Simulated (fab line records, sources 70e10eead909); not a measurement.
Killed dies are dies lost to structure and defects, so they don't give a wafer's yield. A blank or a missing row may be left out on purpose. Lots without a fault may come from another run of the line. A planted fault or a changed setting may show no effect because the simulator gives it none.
Problem report in the 8D (eight disciplines) form, filled by code | flow nand_harc | the parts of the form that need people (team, actions taken, sign-off) are left out

1. THE PROBLEM
heater_power_total_W at NHARC_P_M2_SOFTBAKE_04 reads a mean of 322.99 W on 3 wafers of 3 lots; wafers without a fault read 188.47 W with a standard deviation of 0.14. That is +99 or more standard deviations from the usual mean.
The step: time 55 s.
First seen on wafer L275.3, day 10 13:00, on litho_track-06. The record holds 38 wafers of 13 lots with a number at this step. Rule for "out", or "out of limits": more than 4 standard deviations from the usual mean. The other wafers with a number count as sound.

2. WHAT IT IS AND WHAT IT IS NOT
question                    | is                     | is not
which readings at this step | heater_power_total_W   | -
which lots                  | L275, L276, L277       | L258, L260, L261, L262, L263, L264, L265, L268, L279, L280
which wafers of those lots  | L275.3, L276.3, L277.4 | L275.1, L275.2, L276.2, L276.6, L277.6
read on which tools         | litho_track-06         | litho_track-01, litho_track-04
when                        | from day 10 13:00      | up to then (26 sound wafers); but 9 sound wafers of L276, L277, L279, L280 came after

3. SUSPECTS, AND WHAT RULES EACH OUT
Counting: a tool at a process step up to the reading stays a suspect if it ran every lot that is out. Sound lots after the first of them don't rule it out here, since some wafers of a struck lot are sound.
- rie_diel-05 at NHARC_P_M1_STRIP_18 (strips in N2/H2): kept. It ran every lot that is out, first L275 (day 10 09:13); its last sound lot up to then is L265 (day 8 07:07).
- litho_track-06 at NHARC_P_M2_SOFTBAKE_04 (time 55 s): kept. It ran every lot that is out, first L275 (day 10 13:00); its last sound lot up to then is L262 (day 7 04:00). Its own readings are out on those wafers: heater_power_total_W.
- Within rie_diel-05 at NHARC_P_M1_STRIP_18: the wafers that are out ran in chambers 1, 3; their sound lot-mates ran in chambers 0, 2.
Left after counting: rie_diel-05 at NHARC_P_M1_STRIP_18, litho_track-06 at NHARC_P_M2_SOFTBAKE_04.

4. THE CAUSE (what the simulator had put in)
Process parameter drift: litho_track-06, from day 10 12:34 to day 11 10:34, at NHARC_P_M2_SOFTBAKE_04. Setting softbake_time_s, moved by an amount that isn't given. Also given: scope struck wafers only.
Counting left 2 suspects, and this tool is among them.

5. THE CHAIN OF EFFECTS, in route order
Each row: a reading whose mean over the struck wafers that have a number lies more than 3 standard deviations from the usual. Only readings for which the record gives a usual standard deviation are gone through. hours: the time from each lot's start at the first step in this table that gives one to its start at this step, as a median over the lots. sigmas: the change in usual standard deviations.
hours | step                   | reading              | usual    | on struck wafers | change  | sigmas
0     | NHARC_P_M2_SOFTBAKE_04 | heater_power_total_W | 188.47 W | 322.99           | +134.52 | +99 or more
The process steps in it:
- NHARC_P_M2_SOFTBAKE_04: time 55 s.

6. WHAT WOULD HAVE CAUGHT IT SOONER
In this record the first reading out of limits was taken at day 10 13:00, 0 hours after the fault began at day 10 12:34.
